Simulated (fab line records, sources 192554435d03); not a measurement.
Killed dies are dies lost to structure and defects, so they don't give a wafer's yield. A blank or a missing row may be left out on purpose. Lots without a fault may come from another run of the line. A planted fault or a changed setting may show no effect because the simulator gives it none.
fab line records | flow n5_finfet
record lots=6 wafers=18 last_day=17
route steps=1938 shown BEOL_M7@1305 PASSIVATION@1936
lots that met no fault: from a run of the same line without faults
start_h: hours from the record's first day to the start of the lot's first wafer shown | wait_h: hours since the lot's step before | " the same as in the row above | L1.1+2: a row that stands for several wafers | - no value, or no start given | * or withheld: withheld | < > ~ a bound
route shown NAME@n: a module of which the file shows steps, and the number in the route of the first | usual: mean/standard deviation of fault-free wafers | same: alike in all rows | chamber/n: place in a boat | sites: the reading at each site | _std_site: their standard deviation | _edge_site: outer sites' mean less inner sites' | radius_mm: how far each site lies from the wafer's centre | mask NAME#n: copy n | behind: the tool/chamber that last shaped the wafer | hold: why the lot was held/for how many hours/how that ended | device: the transistor (n, p or np) that didn't switch | end of line: the same wafers' tests at the end of the route | a step without rows: its recipe alone | killed: dies lost to structure and defects at the first sort, not the wafer's yield | map: a wafer's dies, x killed, . not, _ none there
set.NAME: the setting as run; set.NAME@STEP: as run at that earlier step | model.NAME: the simulator's own value behind a step, which no gauge read
lots at some steps of the route; a table a step, a row a wafer
services: from which hour (start_h, from the record's first day; less than 0 if before it) a tool's chamber was out of use, for how many hours, and why
## steps
# step N5_BEOL_M7_VIA_ETCH_34
# recipe chemistry=C4F6/O2 target=SiCOH_lowk target_depth_a=1255 mask_material=SOC taper_deg=4 time_s=50.5 ion_energy_ev=250 pressure_mtorr=30 source_w=345 bias_w=185 Ar_flow_sccm=300 C4F6_flow_sccm=10 O2_flow_sccm=10
# usual chamber_pressure_mTorr=29.999/0.026 drypump_motor_current_A=5.8/0.42 oes_f_703_au=0.79/0.078 oes_product_au=0.79/0.087 rf_fwd_power_W=341.7/1.5 rf_vpp_V=667/11 showerhead_plenum_p_Torr=2.81/0.062 throttle_valve_pct=20.93/0.26
# same time_s=50.5
# columns lot.wafer tool chamber start_h wait_h chamber_pressure_mTorr drypump_motor_current_A oes_f_703_au oes_product_au rf_fwd_power_W rf_hours_counter_h rf_vpp_V showerhead_plenum_p_Torr throttle_valve_pct
L209.1 rie_diel-06 0 257.39 0.0 30.001 5.6 0.90 0.90 340.2 18 662 2.82 21.10
L209.5 " 1 " " 30.011 5.5 0.71 0.72 340.3 - 679 2.81 20.36
L209.6 " 2 " " 30.031 6.2 0.72 0.70 344.0 - 665 2.84 21.43
L212.3 rie_diel-02 1 267.66 0.0 30.006 5.8 0.92 0.95 340.0 13 669 2.78 21.08
L212.5 " 0 " " 29.976 5.0 0.84 0.84 340.8 - 671 2.76 20.84
L212.6 " 3 " " 29.978 6.3 0.79 0.81 343.1 - 679 2.86 20.97
L213.4 rie_diel-06 2 267.92 0.0 30.015 6.2 0.72 0.71 342.4 216 664 2.84 21.43
L213.5 " 3 " " 29.960 5.2 0.73 0.72 341.2 - 655 2.94 21.26
L213.6 " 2 " " 29.987 6.2 0.72 0.71 343.7 - 665 2.84 21.45
L218.2 rie_diel-02 3 307.13 0.0 29.960 6.3 0.78 0.79 344.1 115 679 2.86 20.99
L218.4 " 1 " " 30.017 5.8 0.88 0.92 341.3 27 665 2.78 21.12
L218.5 " 3 " " 29.964 6.3 0.78 0.79 342.9 - 679 2.86 21.00
L221.2 rie_diel-01 1 320.70 0.0 30.058 5.4 0.71 0.71 341.2 217 647 2.72 20.87
L221.3 " 0 " " 30.033 6.3 0.87 0.87 341.9 52 665 2.77 20.53
L221.6 " 2 " " 29.960 5.8 0.76 0.73 340.5 - 667 2.82 20.99
L226.1 rie_diel-01 1 337.30 0.0 29.981 5.4 0.71 0.71 340.7 223 647 2.72 20.90
L226.5 " 2 " " 30.030 5.9 0.76 0.73 341.8 - 667 2.82 21.00
L226.6 " 3 " " 29.941 6.2 0.72 0.73 337.8 - 687 2.74 20.98
# step N5_BEOL_M7_STRIP_76
# recipe chemistry=C4F6/O2 resist=SiARC rf_frequency_hz=6e+07
# step N5_BEOL_M7_STRIP_36
# recipe chemistry=N2/H2 power_w=450 temp_c=40 pressure_mtorr=20 rf_frequency_hz=6e+07 overash_fraction=0.3 bias_power_w=7 h2_frac=0.5 n2_flow_sccm=200 h2_flow_sccm=200
# step N5_BEOL_M7_TRENCH_ETCH_37
# recipe chemistry=C4F6/O2 target_depth_a=934.78 target=SiCOH_lowk time_s=31.2 ion_energy_ev=250 pressure_mtorr=30 source_w=345 bias_w=185 Ar_flow_sccm=300 C4F6_flow_sccm=10 O2_flow_sccm=10
# usual chamber_pressure_mTorr=30.002/0.027 drypump_motor_current_A=5.8/0.42 oes_f_703_au=0.79/0.078 oes_product_au=0.79/0.087 rf_fwd_power_W=340.4/1.7 rf_vpp_V=667/11 showerhead_plenum_p_Torr=2.81/0.062 throttle_valve_pct=20.96/0.26
# same time_s=31.2
# columns lot.wafer tool chamber start_h wait_h chamber_pressure_mTorr drypump_motor_current_A oes_f_703_au oes_product_au rf_fwd_power_W rf_hours_counter_h rf_vpp_V showerhead_plenum_p_Torr throttle_valve_pct
L209.1 rie_diel-06 0 - - 30.029 5.7 0.91 0.91 340.9 18 660 2.82 21.15
L209.5 " 1 " " 30.028 5.5 0.72 0.73 341.0 - 678 2.81 20.39
L209.6 " 2 " " 30.066 6.2 0.72 0.71 341.0 - 663 2.84 21.45
L212.3 rie_diel-02 1 - - 29.954 5.8 0.91 0.94 341.6 13 667 2.78 21.10
L212.5 " 0 " " 29.987 5.0 0.84 0.84 341.4 - 672 2.76 20.87
L212.6 " 3 " " 30.025 6.3 0.79 0.81 341.4 - 680 2.86 21.00
L213.4 rie_diel-06 2 - - 30.028 6.2 0.71 0.70 343.5 216 663 2.84 21.47
L213.5 " 3 " " 30.049 5.2 0.72 0.71 340.1 - 654 2.94 21.28
L213.6 " 2 " " 29.963 6.2 0.72 0.71 341.3 - 665 2.84 21.46
L218.2 rie_diel-02 3 - - 29.950 6.3 0.78 0.79 342.0 115 678 2.86 21.02
L218.4 " 1 " " 30.013 5.8 0.88 0.93 339.6 27 666 2.78 21.14
L218.5 " 3 " " 30.010 6.3 0.77 0.80 341.9 - 678 2.86 21.01
L221.2 rie_diel-01 1 - - 29.956 5.5 0.71 0.71 339.2 217 645 2.72 20.90
L221.3 " 0 " " 29.983 6.4 0.86 0.88 338.7 52 663 2.77 20.56
L221.6 " 2 " " 29.974 5.9 0.76 0.73 338.9 - 666 2.82 21.03
L226.1 rie_diel-01 1 - - 29.954 5.4 0.70 0.70 338.9 223 645 2.72 20.90
L226.5 " 2 " " 29.959 5.9 0.76 0.73 342.6 - 666 2.82 21.02
L226.6 " 3 " " 29.977 6.2 0.72 0.73 338.1 - 687 2.74 20.98
# step N5_BEOL_M7_ETCH_41
# recipe chemistry=CH3F/O2 target=SiCN target_depth_a=319 taper_deg=2 time_s=57.8 ion_energy_ev=120 mask_material=TiN pressure_mtorr=30 source_w=395 bias_w=75 Ar_flow_sccm=150 CH3F_flow_sccm=30 O2_flow_sccm=20
# usual chamber_pressure_mTorr=30.000/0.029 drypump_motor_current_A=5.8/0.42 oes_product_au=0.79/0.086 rf_fwd_power_W=391.3/1.8 rf_vpp_V=296.8/1.3 showerhead_plenum_p_Torr=1.97/0.046 throttle_valve_pct=16.36/0.24
# same time_s=57.8
# columns lot.wafer tool chamber start_h wait_h chamber_pressure_mTorr drypump_motor_current_A oes_product_au rf_fwd_power_W rf_hours_counter_h rf_vpp_V showerhead_plenum_p_Torr throttle_valve_pct
L209.1 rie_diel-06 0 - - 29.993 5.6 0.89 390.0 18 296.7 1.98 16.41
L209.5 " 1 " " 30.004 5.5 0.72 391.1 - 297.4 1.97 15.94
L209.6 " 2 " " 29.992 6.2 0.71 391.3 - 296.8 1.99 16.79
L212.3 rie_diel-02 1 - - 30.007 5.8 0.95 391.6 13 295.8 1.95 16.43
L212.5 " 0 " " 29.999 5.0 0.83 389.5 - 296.7 1.94 16.22
L212.6 " 3 " " 29.991 6.3 0.80 393.1 - 298.2 2.01 16.37
L213.4 rie_diel-06 2 - - 29.999 6.2 0.71 392.6 216 296.4 1.99 16.80
L213.5 " 3 " " 30.015 5.2 0.71 391.1 - 298.2 2.07 16.67
L213.6 " 2 " " 30.023 6.2 0.71 393.2 - 296.8 1.99 16.78
L218.2 rie_diel-02 3 - - 29.955 6.3 0.79 392.9 115 297.1 2.01 16.39
L218.4 " 1 " " 30.039 5.8 0.92 391.1 27 297.8 1.95 16.47
L218.5 " 3 " " 29.991 6.3 0.79 394.0 - 297.4 2.01 16.41
L221.2 rie_diel-01 1 - - 29.996 5.4 0.71 391.0 217 296.9 1.91 16.34
L221.3 " 0 " " 30.063 6.4 0.87 393.1 52 296.4 1.94 15.97
L221.6 " 2 " " 30.004 5.8 0.74 390.0 - 295.6 1.99 16.47
L226.1 rie_diel-01 1 - - 30.001 5.4 0.70 389.5 223 295.4 1.90 16.34
L226.5 " 2 " " 30.025 5.8 0.73 390.2 - 296.3 1.98 16.48
L226.6 " 3 " " 30.034 6.2 0.72 388.4 - 296.3 1.92 16.39
# step N5_BEOL_M7_STRIP_80
# recipe chemistry=N2/H2 time_s=10 power_w=450 temp_c=40 pressure_mtorr=20 rf_frequency_hz=6e+07 bias_power_w=7 n2_flow_sccm=200 h2_flow_sccm=200
# usual chamber_pressure_mTorr=20.000/0.018 drypump_motor_current_A=5.8/0.42 oes_product_au=0.79/0.088 rf_vpp_V=59.1/0.82 showerhead_plenum_p_Torr=2.50/0.067 throttle_valve_pct=23.6/0.37
# same time_s=10
# columns lot.wafer tool chamber start_h wait_h chamber_pressure_mTorr drypump_motor_current_A oes_product_au rf_hours_counter_h rf_vpp_V showerhead_plenum_p_Torr throttle_valve_pct
L209.1 rie_diel-06 0 - - 20.005 5.6 0.91 18 60.2 2.47 23.5
L209.5 " 1 " " 19.976 5.5 0.72 - 58.6 2.53 23.1
L209.6 " 2 " " 19.995 6.2 0.71 - 60.6 2.50 23.9
L212.3 rie_diel-02 1 - - 20.001 5.8 0.97 13 60.9 2.49 24.1
L212.5 " 0 " " 20.019 5.0 0.83 - 57.8 2.46 23.6
L212.6 " 3 " " 19.995 6.3 0.81 - 58.1 2.56 23.9
L213.4 rie_diel-06 2 - - 19.997 6.2 0.71 216 60.0 2.49 23.9
L213.5 " 3 " " 19.995 5.2 0.71 - 61.5 2.61 24.0
L213.6 " 2 " " 19.994 6.3 0.71 - 58.6 2.50 23.9
L218.2 rie_diel-02 3 - - 20.006 6.3 0.79 115 59.5 2.55 23.9
L218.4 " 1 " " 20.004 5.8 0.93 27 59.8 2.49 24.1
L218.5 " 3 " " 19.998 6.3 0.78 - 60.4 2.55 23.9
L221.2 rie_diel-01 1 - - 20.011 5.4 0.72 217 58.4 2.40 23.2
L221.3 " 0 " " 20.020 6.3 0.87 52 59.5 2.46 23.1
L221.6 " 2 " " 19.991 5.9 0.74 - 58.3 2.53 24.1
L226.1 rie_diel-01 1 - - 19.992 5.4 0.70 223 59.4 2.39 23.2
L226.5 " 2 " " 20.004 5.9 0.73 - 58.9 2.53 24.1
L226.6 " 3 " " 19.992 6.2 0.72 - 58.9 2.41 23.5
# step N5_BEOL_M7_OCD_MEAS_38
# usual trench_depth_nm=93.5/1.8
# columns lot.wafer tool chamber start_h wait_h trench_depth_nm
L209.1 ocd-01 - 257.64 - 95.3
L209.5 " - " " 92.7
L209.6 " - " " 95.0
L212.3 ocd-01 - 267.91 - 92.8
L212.5 " - " " 94.1
L212.6 " - " " 95.5
L213.4 ocd-01 - 268.17 - 94.7
L213.5 " - " " 92.8
L213.6 " - " " 94.4
L218.2 ocd-01 - 307.38 - 95.5
L218.4 " - " " 92.9
L218.5 " - " " 95.9
L221.2 ocd-02 - 320.95 - 92.9
L221.3 " - " " 96.7
L221.6 " - " " 93.1
L226.1 ocd-02 - 337.55 - 92.6
L226.5 " - " " 93.1
L226.6 " - " " 93.2
# step N5_BEOL_M7_HM_STRIP_39
# recipe chemistry=peroxide_tin_strip material=TiN target_depth_a=250 temp_c=50 time_s=158
# step N5_BEOL_M7_SRD_40
# recipe time_s=30 temp_c=23 rinse_liquid=diw dry=ipa_marangoni
# step N5_BEOL_M7_PRECLEAN_42
# recipe chemistry=residue_remover time_s=60 temp_c=40
# step N5_BEOL_M7_SRD_43
# recipe time_s=30 temp_c=23 rinse_liquid=diw dry=ipa_marangoni
# step N5_BEOL_M7_CD_MEAS_35
# recipe target_cd_nm=40 polarity=opening
# usual cd_nm=40.2/0.58
# columns lot.wafer tool chamber start_h wait_h cd_nm
L209.1 cd_sem-03 - 257.79 0.0 40.1
L209.5 " - " " 40.1
L209.6 " - " " 39.5
L212.3 cd_sem-01 - 268.06 0.0 39.6
L212.5 " - " " 39.8
L212.6 " - " " 40.0
L213.4 cd_sem-03 - 268.33 0.0 40.0
L213.5 " - " " 38.5
L213.6 " - " " 39.0
L218.2 cd_sem-01 - 307.53 0.0 40.4
L218.4 " - " " 41.0
L218.5 " - " " 39.3
L221.2 cd_sem-03 - 321.10 0.0 40.5
L221.3 " - " " 40.0
L221.6 " - " " 40.4
L226.1 cd_sem-03 - 337.71 0.0 40.5
L226.5 " - " " 40.3
L226.6 " - " " 40.3
# step N5_BEOL_M7_CURE_75
# recipe temp_c=370 time_s=120 ambient=DMADMS/He material=SiCOH_lowk
# usual lamp_power_pct=52.32/0.059 run_length_s=178.0/1.3 time_s=120/0 wafer_temp_C_max=371.6/0.46
# columns lot.wafer tool chamber start_h wait_h lamp_power_pct run_length_s time_s wafer_temp_C_max
L209.1 uv_cure-01 0 257.96 0.2 52.26 178.6 120 371.8
L209.5 " 0 " " 52.33 178.3 120 371.5
L209.6 " 0 " " 52.27 178.3 120 371.6
L212.3 uv_cure-02 0 268.20 0.1 - - - -
L212.5 " 0 " " - - - -
L212.6 " 0 " " - - - -
L213.4 uv_cure-02 1 268.55 0.2 - - - -
L213.5 " 1 " " - - - -
L213.6 " 1 " " - - - -
L218.2 uv_cure-02 2 307.62 0.1 52.31 178.0 120 371.6
L218.4 " 2 " " 52.36 177.8 120 372.0
L218.5 " 2 " " 52.21 178.3 120 371.2
L221.2 uv_cure-02 0 321.20 0.1 52.34 177.1 120 371.1
L221.3 " 0 " " 52.22 177.1 120 371.0
L221.6 " 0 " " 52.37 177.8 120 371.4
L226.1 uv_cure-01 1 337.75 0.0 52.31 177.4 120 371.2
L226.5 " 1 " " 52.21 177.7 120 371.5
L226.6 " 1 " " 52.35 177.5 120 371.3
# step N5_BEOL_M7_DEGAS_44
# recipe ambient=vacuum temp_c=250 time_s=60
# usual heater_power_w=325/41
# same time_s=60
# columns lot.wafer tool chamber start_h wait_h heater_power_w
L209.1 pvd_sputter-02 - 258.33 0.3 324
L209.5 " - " " 326
L209.6 " - " " 269
L212.3 pvd_sputter-01 - 268.72 0.5 289
L212.5 " - " " 405
L212.6 " - " " 368
L213.4 pvd_sputter-01 - 269.08 0.5 356
L213.5 " - " " 359
L213.6 " - " " 286
L218.2 pvd_sputter-01 - 309.41 1.7 285
L218.4 " - " " 353
L218.5 " - " " 289
L221.2 pvd_sputter-03 - 321.98 0.7 305
L221.3 " - " " 310
L221.6 " - " " 298
L226.1 pvd_sputter-03 - 338.46 0.7 317
L226.5 " - " " 310
L226.6 " - " " 300
# step N5_PASSIVATION_PROBE_49
# usual defect_limited_yield=91.2/1.5 killed_at_M0_to_M3=34/11 killed_at_M4_up=14/5.4 killed_at_contacts=12/5.9 killed_at_front_end=40/12 killed_at_other=4/3.3 killed_dies=103/18 killed_open=68/13 killed_short=34/7.5 sort_bin_5_function=5.1/1 sort_bin_6_memory=3.3/0.7 sort_bin_8_speed=0.03/0.27 sort_n_pass=1076/18 sort_yield_pct=91.2/1.5
# same gross_dies=1180 killed_at_back_side=0 sort_bin_4_leakage[%]=0
# columns lot.wafer tool chamber start_h wait_h defect_limited_yield[%] killed_at_M0_to_M3 killed_at_M4_up killed_at_contacts killed_at_front_end killed_at_other killed_dies killed_open killed_short sort_bin_5_function[%] sort_bin_6_memory[%] sort_bin_8_speed[%] sort_n_pass sort_yield_pct[%]
L209.1 prober-02 - 343.25 0.9 89.3 43 9 24 47 3 126 84 38 5.8 4.7 0 1054 89.3
L209.5 prober-02 - 343.45 1.1 88.3 52 8 15 60 3 138 92 44 6.6 4.7 0 1042 88.3
L209.6 prober-02 - 343.50 1.1 89.8 51 17 11 40 1 120 81 36 6.2 3.7 0 1060 89.8
L212.3 prober-01 - 347.17 0.1 93.4 29 15 6 27 1 78 55 22 4.1 2.5 0 1102 93.4
L212.5 prober-01 - 347.27 0.2 91.8 31 9 9 44 4 97 65 32 4.5 3.4 0 1083 91.8
L212.6 prober-01 - 347.32 0.3 90.8 29 14 15 49 1 108 78 30 6.2 2.8 0 1072 90.8
L218.2 prober-02 - 391.11 0.1 91.7 29 14 14 39 2 98 77 20 3.9 4.2 0 1082 91.7
L218.4 prober-02 - 391.21 0.2 93.0 27 9 1 45 1 83 59 24 3.9 2.9 0 1097 93.0
L218.5 prober-02 - 391.26 0.2 92.6 31 9 11 35 1 87 61 26 3.9 3.3 0 1093 92.6
# killed by level:class
L209.1 STI_FIN_REVEAL:geometric_particle:open=22 MOL_CONTACT_COAG:geometric_particle:open=20 BEOL_M0_SAQP:geometric_particle:short=13 BEOL_M1:geometric_particle:open=9 BEOL_M0_SAQP:geometric_particle:open=7 BEOL_M0:geometric_particle:open=7 MOL_CONTACT_COAG:geometric_particle:short=4 BEOL_M7:geometric_particle:open=4
L209.5 STI_FIN_REVEAL:geometric_particle:open=25 BEOL_M1:geometric_particle:open=15 BEOL_M0_SAQP:geometric_particle:open=13 MOL_CONTACT_COAG:geometric_particle:open=11 GATE_CUT:geometric_particle:short=9 BEOL_M3:geometric_particle:open=7 STI_FIN_REVEAL:geometric_particle:short=6 BEOL_M0_SAQP:geometric_particle:short=5
L209.6 STI_FIN_REVEAL:geometric_particle:open=18 BEOL_M0_SAQP:geometric_particle:short=13 BEOL_M3:geometric_particle:open=10 BEOL_M0_SAQP:geometric_particle:open=9 MOL_CONTACT_COAG:geometric_particle:open=8 BEOL_M1:geometric_particle:open=6 BEOL_M4:geometric_particle:open=6 GATE_CUT:geometric_particle:open=5
L212.3 STI_FIN_REVEAL:geometric_particle:open=7 FIN_SAQP:geometric_particle:open=6 FIN_SAQP:geometric_particle:short=6 BEOL_M3:geometric_particle:open=6 MOL_CONTACT_COAG:geometric_particle:open=5 BEOL_M1:geometric_particle:open=5 BEOL_M5:geometric_particle:open=5 BEOL_M2:geometric_particle:open=4
L212.5 BEOL_M2:geometric_particle:open=12 FIN_SAQP:geometric_particle:short=8 FIN_SAQP:geometric_particle:open=7 MOL_CONTACT_COAG:geometric_particle:open=7 STI_FIN_REVEAL:geometric_particle:open=6 BEOL_M1:geometric_particle:open=6 BEOL_M4:geometric_particle:open=6 FIN_CUT:geometric_particle:short=5
L212.6 STI_FIN_REVEAL:geometric_particle:open=15 MOL_CONTACT_COAG:geometric_particle:open=12 FIN_SAQP:geometric_particle:open=10 BEOL_M0_SAQP:geometric_particle:open=8 FIN_SAQP:geometric_particle:short=7 BEOL_M3:geometric_particle:open=5 BEOL_M0_SAQP:geometric_particle:short=5 BEOL_M4:geometric_particle:open=5
L218.2 STI_FIN_REVEAL:geometric_particle:open=11 MOL_CONTACT_COAG:geometric_particle:open=11 BEOL_M2:geometric_particle:open=9 FIN_SAQP:geometric_particle:open=8 BEOL_M3:geometric_particle:open=8 BEOL_M4:geometric_particle:open=8 STARTING-WAFER:geometric_particle:short=6 BEOL_M0_SAQP:geometric_particle:open=4
L218.4 FIN_SAQP:geometric_particle:open=14 STI_FIN_REVEAL:geometric_particle:open=7 FIN_SAQP:geometric_particle:short=6 BEOL_M0_SAQP:geometric_particle:short=6 BEOL_M2:geometric_particle:open=6 BEOL_M3:geometric_particle:open=6 BEOL_M0_SAQP:geometric_particle:open=4 STARTING-WAFER:geometric_particle:open=4
L218.5 FIN_SAQP:geometric_particle:open=10 MOL_CONTACT_COAG:geometric_particle:open=8 BEOL_M0_SAQP:geometric_particle:open=8 BEOL_M3:geometric_particle:open=7 STI_FIN_REVEAL:geometric_particle:open=5 DUMMY_GATE:geometric_particle:open=5 BEOL_M0_SAQP:geometric_particle:short=5 FIN_SAQP:geometric_particle:short=4
## services
# columns tool chamber start_h hours kind
rie_diel-02 0 242.88 8.6 repair
rie_diel-06 - 246.07 0.3 repair
pvd_sputter-02 - 281.96 0.5 repair
rie_diel-06 - 291.33 15.6 pm
uv_cure-02 - 299.06 0.4 repair
uv_cure-01 - 305.39 7.5 pm
rie_diel-02 3 315.13 4.7 repair
uv_cure-02 - 321.91 0.7 repair
## key
first_sign step=N5_BEOL_M7_CURE_75 reading=tool_record direction=missing
effect none on later readings
met_at N5_BEOL_M7_CURE_75
struck_wafers L212.3,L212.5,L212.6,L213.4,L213.5,L213.6
fault kind=skipped_step_whole tool=uv_cure-02 chamber=- onset_h=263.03 steps=N5_BEOL_M7_CURE_75 scope=struck_lots_only
